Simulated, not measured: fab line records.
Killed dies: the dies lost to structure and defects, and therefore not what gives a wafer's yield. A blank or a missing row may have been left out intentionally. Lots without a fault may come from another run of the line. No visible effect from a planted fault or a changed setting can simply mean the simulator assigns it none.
fab line records + flow n5-finfet
record
- lots=11
- wafers=33
- last-day=20
route steps=1938 shown MOL_CONTACT_COAG@557 BEOL_M4@1111 MIM_TOP@1836 MIM_TOP_LITHO@1847 PASSIVATION@1936
lots untouched by any fault: they come from a run of this same line in which no faults occurred
start-h: the number of hours between the record's first day and the start of the first shown wafer of the lot + wait-h: hours elapsed since this lot's preceding step + " identical to the entry in the row above + L1.1+2: several wafers, shown together as one row + - no value, or no start given + * or withheld: withheld + < > ~ a bound
route shown NAME@n: a module of which the file shows steps, and the number in the route of the first + usual: mean/standard deviation taken from wafers without a fault + same: alike in all rows + chamber/n: place in a boat + sites: the reading at each site + _std_site: how widely they spread, as a standard deviation + _edge_site: the outer-site mean with the inner-site mean subtracted + radius-mm: for every site, how far away it sits from the centre of the wafer + mask NAME#n: copy n + behind: the most recent tool/chamber to have shaped the wafer + hold: the reason the lot was held/the length of the hold in hours/how it ended + device: the n, p or np transistor that did not switch + end of line: the tests these same wafers got at the end of their route + a step with no rows: only its recipe + killed: dies that structure and defects cost at the first sort, which is not the same as the wafer's yield + map: dies across one wafer; x = killed, . = not, _ = none there
set.NAME: the setting as run; set.NAME@STEP: as run at that earlier step + model.NAME: the simulator's own value behind a step, which no gauge read
a sample of lots followed through the steps of the route, with each step as a table and each wafer as a row
services: the hour from which a tool's chamber was out of use, counted from the record's first day as start-h (under 0 if before that day), plus the number of hours and why
## steps
# step N5_MOL_CONTACT_COAG_WET_ETCH_26
# recipe
- target=Co
- target-depth-nm=13
| lot.wafer  | tool         | chamber | start-h | wait-h |
|------------|--------------|---------|---------|--------|
| L440.1+2+4 | wet-bench-05 | 4,5,7   | 105.47  | 0.0    |
| L441.2+5+6 | wet-bench-05 | 7,0,5   | 111.46  | 0.0    |
| L442.1+4+6 | wet-bench-05 | 7,1,4   | 119.07  | 0.0    |
| L443.1+3+5 | wet-bench-03 | 0,6,1   | 126.64  | 0.0    |
| L447.3+4+5 | wet-bench-04 | 0,2,6   | 149.61  | 0.0    |
| L449.2+3+4 | wet-bench-05 | 6,0,5   | 160.16  | 0.0    |
| L451.1+4+6 | wet-bench-04 | 5,2,4   | 175.24  | 0.0    |
| L454.2+3+6 | wet-bench-04 | 4,3,2   | 192.75  | 0.0    |
| L455.1+3+6 | wet-bench-05 | 4,3,7   | 211.27  | 0.0    |
| L460.2+3+6 | wet-bench-05 | 1,3,4   | 236.43  | 0.1    |
| L461.1+2+5 | wet-bench-04 | 4,6,5   | 236.76  | 0.0    |
# step N5_BEOL_M4_RC_MEAS_101
# usual
- DIBL_N=36.6/1.3
- DIBL_P=36.4/1.4
- IOFF_N=0.167/0.023
- IOFF_P=0.219/0.029
- ION_N=678/8.7
- ION_P=464/6.4
- SS_N=71.5/0.53
- SS_P=73.4/0.57
- VT_N=248.5/2.8
- VT_P=-249/3.1
| lot.wafer | tool      | chamber | start-h | wait-h | DIBL_N[mV/V] | DIBL_P[mV/V] | IOFF_N[nA/um] | IOFF_P[nA/um] | ION_N[uA/um] | ION_P[uA/um] | SS_N[mV/dec] | SS_P[mV/dec] | VT_N[mV] | VT_P[mV] |
|-----------|-----------|---------|---------|--------|--------------|--------------|---------------|---------------|--------------|--------------|--------------|--------------|----------|----------|
| L441.2    | prober-02 | 0       | 193.25  | 0.2    | 35.6         | 34.5         | 0.152         | 0.219         | 676          | 470          | 71.3         | 73.5         | 247.8    | -246     |
| L441.5    | "         | 0       | "       | "      | 37.3         | 36.0         | 0.181         | 0.244         | 685          | 472          | 71.9         | 73.3         | 246.9    | -247     |
| L441.6    | "         | 0       | "       | "      | 36.9         | 36.0         | 0.180         | 0.244         | 679          | 468          | 71.7         | 73.9         | 249.0    | -245     |
| L440.1    | prober-02 | 0       | 196.22  | 0.0    | 35.3         | 33.7         | 0.136         | 0.182         | 658          | 455          | 70.3         | 73.0         | 255.9    | -250     |
| L440.2    | "         | 0       | "       | "      | 34.1         | 32.7         | 0.125         | 0.170         | 659          | 458          | 70.5         | 72.9         | 253.4    | -250     |
| L440.4    | "         | 0       | "       | "      | 34.1         | 33.6         | 0.129         | 0.179         | 668          | 458          | 70.8         | 72.8         | 253.7    | -251     |
| L443.1    | prober-02 | 0       | 201.08  | 0.0    | 34.3         | 33.1         | 0.125         | 0.212         | 660          | 468          | 71.6         | 72.4         | 254.0    | -247     |
| L443.3    | "         | 0       | "       | "      | 35.1         | 33.8         | 0.132         | 0.219         | 673          | 475          | 71.4         | 72.5         | 253.4    | -249     |
| L443.5    | "         | 0       | "       | "      | 36.7         | 35.5         | 0.164         | 0.256         | 675          | 476          | 73.2         | 72.3         | 249.6    | -245     |
| L442.1    | prober-02 | 0       | 202.92  | 0.0    | 37.2         | 36.1         | 0.166         | 0.233         | 688          | 471          | 71.8         | 73.2         | 247.2    | -245     |
| L442.4    | "         | 0       | "       | "      | 37.2         | 35.8         | 0.158         | 0.233         | 691          | 470          | 71.2         | 73.9         | 246.0    | -245     |
| L442.6    | "         | 0       | "       | "      | 39.4         | 38.8         | 0.219         | 0.279         | 702          | 477          | 71.9         | 74.0         | 242.7    | -246     |
| L449.2    | prober-01 | 0       | 254.85  | 0.2    | 34.9         | 36.0         | 0.157         | 0.243         | 675          | 467          | 71.3         | 73.4         | 252.5    | -242     |
| L449.3    | "         | 0       | "       | "      | 34.1         | 34.6         | 0.154         | 0.216         | 678          | 468          | 71.1         | 72.9         | 248.4    | -246     |
| L449.4    | "         | 0       | "       | "      | 34.5         | 35.8         | 0.158         | 0.238         | 681          | 472          | 71.1         | 73.4         | 249.7    | -247     |
| L447.3    | prober-01 | 0       | 300.31  | 0.3    | 35.0         | 35.7         | 0.166         | 0.218         | 672          | 460          | 71.2         | 72.8         | 247.8    | -251     |
| L447.4    | "         | 0       | "       | "      | 37.5         | 38.7         | 0.216         | 0.273         | 671          | 466          | 71.8         | 73.4         | 248.1    | -248     |
| L447.5    | "         | 0       | "       | "      | 36.5         | 37.6         | 0.195         | 0.262         | 671          | 469          | 71.5         | 74.1         | 247.5    | -249     |
| L451.1    | prober-01 | 0       | 305.05  | 0.0    | 35.5         | 37.1         | 0.165         | 0.201         | 674          | 460          | 71.6         | 74.1         | 248.2    | -253     |
| L451.4    | "         | 0       | "       | "      | 36.0         | 38.0         | 0.177         | 0.215         | 673          | 457          | 71.8         | 74.1         | 249.4    | -253     |
| L451.6    | "         | 0       | "       | "      | 36.7         | 38.3         | 0.189         | 0.210         | 670          | 455          | 72.2         | 74.1         | 247.0    | -251     |
| L461.1    | prober-02 | 0       | 351.41  | 0.0    | 36.2         | 37.2         | 0.160         | 0.197         | 679          | 461          | 71.8         | 72.2         | 248.6    | -252     |
| L461.2    | "         | 0       | "       | "      | 36.1         | 36.6         | 0.153         | 0.182         | 676          | 457          | 71.3         | 72.6         | 251.2    | -250     |
| L461.5    | "         | 0       | "       | "      | 35.8         | 36.3         | 0.151         | 0.179         | 679          | 460          | 70.9         | 72.6         | 250.6    | -252     |
| L460.2    | prober-01 | 0       | 358.47  | 0.2    | 38.3         | 39.0         | 0.231         | 0.281         | 704          | 477          | 71.8         | 74.7         | 242.5    | -245     |
| L460.3    | "         | 0       | "       | "      | 37.2         | 36.4         | 0.193         | 0.235         | 689          | 468          | 71.3         | 74.4         | 245.3    | -249     |
| L460.6    | "         | 0       | "       | "      | 37.2         | 36.5         | 0.188         | 0.234         | 690          | 468          | 71.6         | 73.3         | 245.2    | -250     |
# step N5_MIM_TOP_ALD_02
# recipe
- material=Al2O3
- target-thk-a=*
- temp-c=withheld
- ald-precursor-family=TMA
- ald-co-reactant=O3
- pulse-time-s=withheld
- purge-time-s=3
- co-reactant-purge-time-s=withheld
- co-reactant-pulse-time-s=3
- ald-cycles=withheld
# usual
- precursor-pulse-height-rel=1.001/0.02
| lot.wafer | tool      | chamber | start-h | wait-h | precursor-pulse-height-rel |
|-----------|-----------|---------|---------|--------|----------------------------|
| L440.1    | ald-hk-02 | 0       | -       | -      | 1.024                      |
| L440.2    | "         | 2       | "       | "      | 0.968                      |
| L440.4    | "         | 1       | "       | "      | 0.988                      |
| L441.2    | ald-hk-03 | 1       | -       | -      | 1.020                      |
| L441.5    | "         | 1       | "       | "      | 1.017                      |
| L441.6    | "         | 2       | "       | "      | 0.964                      |
| L443.1    | ald-hk-03 | 2       | -       | -      | 0.996                      |
| L443.3    | "         | 0       | "       | "      | 0.992                      |
| L443.5    | "         | 3       | "       | "      | 0.981                      |
| L442.1    | ald-hk-01 | 1       | -       | -      | 1.001                      |
| L442.4    | "         | 2       | "       | "      | 1.023                      |
| L442.6    | "         | 0       | "       | "      | 1.016                      |
| L449.2    | ald-hk-03 | 0       | -       | -      | 0.995                      |
| L449.3    | "         | 1       | "       | "      | 1.000                      |
| L449.4    | "         | 2       | "       | "      | 0.980                      |
| L447.3    | ald-hk-01 | 2       | -       | -      | 0.996                      |
| L447.4    | "         | 3       | "       | "      | 0.988                      |
| L447.5    | "         | 0       | "       | "      | 0.974                      |
| L451.1    | ald-hk-02 | 2       | -       | -      | 1.006                      |
| L451.4    | "         | 0       | "       | "      | 1.016                      |
| L451.6    | "         | 3       | "       | "      | 0.997                      |
| L461.1    | ald-hk-02 | 2       | -       | -      | 0.978                      |
| L461.2    | "         | 0       | "       | "      | 1.013                      |
| L461.5    | "         | 2       | "       | "      | 0.994                      |
| L460.2    | ald-hk-02 | 2       | -       | -      | 0.993                      |
| L460.3    | "         | 0       | "       | "      | 0.983                      |
| L460.6    | "         | 2       | "       | "      | 0.950                      |
# step N5_MIM_TOP_DEGAS_04
# recipe
- ambient=vacuum
- temp-c=300
- time-s=60
# usual
- heater-power-w=494/49
# same
- time-s=60
| lot.wafer | tool           | chamber | start-h | wait-h | heater-power-w |
|-----------|----------------|---------|---------|--------|----------------|
| L440.1    | pvd-sputter-01 | -       | 289.13  | -      | 490            |
| L440.2    | "              | -       | "       | "      | 459            |
| L440.4    | "              | -       | "       | "      | 548            |
| L441.2    | pvd-sputter-02 | -       | 289.49  | -      | 511            |
| L441.5    | "              | -       | "       | "      | 564            |
| L441.6    | "              | -       | "       | "      | 540            |
| L443.1    | pvd-sputter-02 | -       | 292.63  | -      | 541            |
| L443.3    | "              | -       | "       | "      | 521            |
| L443.5    | "              | -       | "       | "      | 520            |
| L442.1    | pvd-sputter-01 | -       | 308.56  | -      | 544            |
| L442.4    | "              | -       | "       | "      | 477            |
| L442.6    | "              | -       | "       | "      | 442            |
| L449.2    | pvd-sputter-02 | -       | 342.17  | -      | 512            |
| L449.3    | "              | -       | "       | "      | 510            |
| L449.4    | "              | -       | "       | "      | 542            |
| L447.3    | pvd-sputter-01 | -       | 396.55  | -      | 433            |
| L447.4    | "              | -       | "       | "      | 545            |
| L447.5    | "              | -       | "       | "      | 487            |
| L451.1    | pvd-sputter-02 | -       | 407.77  | -      | 515            |
| L451.4    | "              | -       | "       | "      | 525            |
| L451.6    | "              | -       | "       | "      | 503            |
| L461.1    | pvd-sputter-01 | -       | 439.11  | -      | 480            |
| L461.2    | "              | -       | "       | "      | 435            |
| L461.5    | "              | -       | "       | "      | 487            |
| L460.2    | pvd-sputter-01 | -       | 460.18  | -      | 448            |
| L460.3    | "              | -       | "       | "      | 483            |
| L460.6    | "              | -       | "       | "      | 561            |
# step N5_MIM_TOP_LITHO_CD_MEAS_08
# recipe
- target-cd-nm=2000
- landing-energy-ev=500
- detector=se-inlens
# usual
- cd-nm=2000.5/1.4
# same
- landing-energy-ev=500
| lot.wafer | tool      | chamber | start-h | wait-h | cd-nm  |
|-----------|-----------|---------|---------|--------|--------|
| L440.1    | cd-sem-02 | 0       | 289.69  | -      | 1999.3 |
| L440.2    | "         | 0       | "       | "      | 2001.3 |
| L440.4    | "         | 0       | "       | "      | 1999.7 |
| L441.2    | cd-sem-02 | 0       | 290.06  | -      | 2000.2 |
| L441.5    | "         | 0       | "       | "      | 2001.9 |
| L441.6    | "         | 0       | "       | "      | 2002.1 |
| L443.1    | cd-sem-01 | 0       | 293.06  | -      | 2000.8 |
| L443.3    | "         | 0       | "       | "      | 1999.9 |
| L443.5    | "         | 0       | "       | "      | 2001.5 |
| L442.1    | cd-sem-01 | 0       | 309.11  | -      | 2002.5 |
| L442.4    | "         | 0       | "       | "      | 2001.8 |
| L442.6    | "         | 0       | "       | "      | 2000.4 |
| L449.2    | cd-sem-03 | 0       | 342.72  | -      | 1999.8 |
| L449.3    | "         | 0       | "       | "      | 1998.8 |
| L449.4    | "         | 0       | "       | "      | 2000.7 |
| L447.3    | cd-sem-01 | 0       | 396.99  | -      | 2001.3 |
| L447.4    | "         | 0       | "       | "      | 1999.4 |
| L447.5    | "         | 0       | "       | "      | 2000.2 |
| L451.1    | cd-sem-01 | 0       | 408.20  | -      | 1998.9 |
| L451.4    | "         | 0       | "       | "      | 1999.8 |
| L451.6    | "         | 0       | "       | "      | 1999.1 |
| L461.1    | cd-sem-02 | 0       | 439.54  | -      | 2002.1 |
| L461.2    | "         | 0       | "       | "      | 1998.8 |
| L461.5    | "         | 0       | "       | "      | 2000.5 |
| L460.2    | cd-sem-02 | 0       | 460.61  | -      | 1999.9 |
| L460.3    | "         | 0       | "       | "      | 2001.7 |
| L460.6    | "         | 0       | "       | "      | 2002.1 |
# step N5_PASSIVATION_PROBE_49
# usual
- defect-limited-yield=91.6/1.6
- killed_at_M0_to_M3=32/9.7
- killed_at_M4_up=13/4.4
- killed-at-contacts=12/6.5
- killed-at-front-end=38/12
- killed-at-other=3.7/3
- killed-dies=99/18
- killed-on-rim=13/3.9
- killed-open=66/14
- killed-short=32/7.5
- sort_bin_5_function=4.9/1
- sort_bin_6_memory=3.2/0.73
- sort-n-pass=1081/18
- sort-yield-pct=91.6/1.6
# same
- gross-dies=1180
- killed-at-back-side=0
- sort_bin_4_leakage[%]=0
- sort_bin_8_speed[%]=0
| lot.wafer | tool      | chamber | start-h | wait-h | defect-limited-yield[%] | killed_at_M0_to_M3 | killed_at_M4_up | killed-at-contacts | killed-at-front-end | killed-at-other | killed-dies | killed-on-rim | killed-open | killed-short | sort_bin_5_function[%] | sort_bin_6_memory[%] | sort-n-pass | sort-yield-pct[%] |
|-----------|-----------|---------|---------|--------|-------------------------|--------------------|-----------------|--------------------|---------------------|-----------------|-------------|---------------|-------------|--------------|------------------------|----------------------|-------------|-------------------|
| L442.4    | prober-02 | -       | 319.40  | 0.2    | 89.1                    | 40                 | 13              | 15                 | 60                  | 1               | 129         | 10            | 82          | 47           | 6.9                    | 3.8                  | 1051        | 89.1              |
| L449.4    | prober-01 | -       | 353.55  | 0.2    | 92.9                    | 38                 | 3               | 6                  | 27                  | 10              | 84          | 9             | 56          | 28           | 3.8                    | 2.5                  | 1096        | 92.9              |
| L454.2    | prober-01 | -       | 419.34  | 0.1    | 0                       | 42                 | 10              | 1072               | 45                  | 11              | 1180        | 152           | 74          | 43           | 95.7                   | 4.1                  | 0           | 0                 |
| L454.3    | prober-01 | -       | 419.39  | 0.1    | 0                       | 30                 | 11              | 1092               | 45                  | 2               | 1180        | 152           | 51          | 36           | 96.9                   | 2.5                  | 0           | 0                 |
| L454.6    | prober-01 | -       | 419.54  | 0.3    | 0                       | 40                 | 12              | 1089               | 37                  | 2               | 1180        | 152           | 70          | 29           | 97.1                   | 2.7                  | 0           | 0                 |
| L455.1    | prober-01 | -       | 448.15  | 0.0    | 0                       | 47                 | 11              | 1081               | 40                  | 1               | 1180        | 152           | 72          | 42           | 96.0                   | 3.7                  | 0           | 0                 |
| L455.3    | prober-01 | -       | 448.25  | 0.1    | 0                       | 25                 | 12              | 1109               | 34                  | 0               | 1180        | 152           | 52          | 23           | 97.1                   | 2.7                  | 0           | 0                 |
| L455.6    | prober-01 | -       | 448.40  | 0.3    | 0                       | 42                 | 25              | 1073               | 38                  | 2               | 1180        | 152           | 85          | 36           | 95.8                   | 3.8                  | 0           | 0                 |
# killed by level:class
L442.4 DUMMY_GATE:geometric-particle:open=14 BEOL_M2:geometric-particle:open=13 MOL_CONTACT_COAG:geometric-particle:open=11 BEOL_M1:geometric-particle:open=11 GATE_CUT:geometric-particle:short=10 FIN_SAQP:geometric-particle:short=8 STI_FIN_REVEAL:geometric-particle:open=6 FIN_SAQP:geometric-particle:open=5
L449.4 BEOL_M1:geometric-particle:open=12 MOL_CONTACT_COAG:geometric-particle:open=6 BEOL_M0:geometric-particle:open=6 FIN_SAQP:geometric-particle:open=5 BEOL_M2:geometric-particle:open=5 FIN_SAQP:geometric-particle:short=4 DUMMY_GATE:geometric-particle:open=4 BEOL_M0_SAQP:geometric-particle:short=4
L454.2 MOL_CONTACT_COAG:area-etch=1062 FIN_SAQP:geometric-particle:short=14 BEOL_M3:geometric-particle:open=12 FIN_SAQP:geometric-particle:open=9 MOL_CONTACT_COAG:geometric-particle:open=8 BEOL_M0_SAQP:geometric-particle:open=8 BEOL_M1:geometric-particle:open=7 PASS1_DEP:geometric-particle:short=6
L454.3 MOL_CONTACT_COAG:area-etch=1089 FIN_SAQP:geometric-particle:open=9 FIN_SAQP:geometric-particle:short=7 BEOL_M0_SAQP:geometric-particle:short=7 STI_FIN_REVEAL:geometric-particle:open=6 GATE_CUT:geometric-particle:short=6 BEOL_M3:geometric-particle:open=5 STARTING-WAFER:geometric-particle:short=5
L454.6 MOL_CONTACT_COAG:area-etch=1081 FIN_SAQP:geometric-particle:short=9 STI_FIN_REVEAL:geometric-particle:open=9 BEOL_M3:geometric-particle:open=9 FIN_SAQP:geometric-particle:open=8 MOL_CONTACT_COAG:geometric-particle:open=8 BEOL_M2:geometric-particle:open=8 BEOL_M0_SAQP:geometric-particle:open=7
L455.1 MOL_CONTACT_COAG:area-etch=1066 BEOL_M0_SAQP:geometric-particle:open=16 BEOL_M0_SAQP:geometric-particle:short=13 MOL_CONTACT_COAG:geometric-particle:open=11 FIN_SAQP:geometric-particle:open=7 STI_FIN_REVEAL:geometric-particle:open=7 DUMMY_GATE:geometric-particle:open=6 GATE_CUT:geometric-particle:short=5
L455.3 MOL_CONTACT_COAG:area-etch=1105 STI_FIN_REVEAL:geometric-particle:open=9 DUMMY_GATE:geometric-particle:open=6 BEOL_M0_SAQP:geometric-particle:short=6 BEOL_M0_SAQP:geometric-particle:open=5 BEOL_M1:geometric-particle:open=5 FIN_SAQP:geometric-particle:open=4 FIN_SAQP:geometric-particle:short=4
L455.6 MOL_CONTACT_COAG:area-etch=1059 MOL_CONTACT_COAG:geometric-particle:open=12 BEOL_M0_SAQP:geometric-particle:short=11 BEOL_M0_SAQP:geometric-particle:open=11 FIN_SAQP:geometric-particle:open=10 BEOL_M1:geometric-particle:open=9 FIN_SAQP:geometric-particle:short=8 BEOL_M4:geometric-particle:open=7
## services
| tool           | chamber | start-h | hours | kind   |
|----------------|---------|---------|-------|--------|
| ald-hk-03      | -       | 83.48   | 1.0   | repair |
| pvd-sputter-02 | -       | 89.24   | 1.1   | repair |
| ald-hk-01      | -       | 97.28   | 14.6  | pm     |
| ald-hk-02      | -       | 157.55  | 2.0   | repair |
| ald-hk-01      | -       | 181.95  | 4.3   | pm     |
| wet-bench-04   | -       | 185.28  | 1.9   | pm     |
| ald-hk-03      | -       | 221.91  | 0.7   | repair |
| pvd-sputter-02 | -       | 265.13  | 12.8  | repair |
| ald-hk-03      | -       | 268.36  | 6.0   | pm     |
| ald-hk-03      | -       | 299.54  | 8.7   | pm     |
| ald-hk-01      | -       | 314.97  | 0.7   | repair |
| wet-bench-05   | -       | 320.15  | 1.9   | pm     |
| ald-hk-01      | -       | 354.68  | 0.5   | repair |
| ald-hk-02      | -       | 360.71  | 0.5   | repair |
| wet-bench-03   | -       | 450.61  | 1.6   | repair |
## key
first-sign
- step=N5_PASSIVATION_PROBE_49
- reading=killed-at-contacts
- direction=up
- sigmas=99+
- usual=12
- struck=1086
effect
- step=N5_PASSIVATION_PROBE_49
- reading=sort_bin_5_function
- direction=up
- sigmas=90
- usual=4.9
- struck=96.4
more-kills-born-at
- N5_MOL_CONTACT_COAG_WET_ETCH_26@wet-bench-04=3232
- N5_MOL_CONTACT_COAG_WET_ETCH_26@wet-bench-05=3230
met-at N5_MOL_CONTACT_COAG_WET_ETCH_26
struck-lots L454,L455
later-rows-left-out L454.2,L454.3,L454.6,L455.1,L455.3,L455.6
not-acting-at N5_MIM_TOP_ALD_02,N5_MIM_TOP_DEGAS_04,N5_MIM_TOP_LITHO_CD_MEAS_08
onset-between 175.24 192.75
fault
- kind=skipped-step-whole
- tool=wet-bench-04,wet-bench-05
- chamber=-
- onset-h=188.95
- steps=N5_MOL_CONTACT_COAG_WET_ETCH_26
- scope=struck-lots-only
# later-rows-left-out: the simulator's readings of these wafers behind a module that went badly wrong aren't trusted and aren't shown, but for the sort
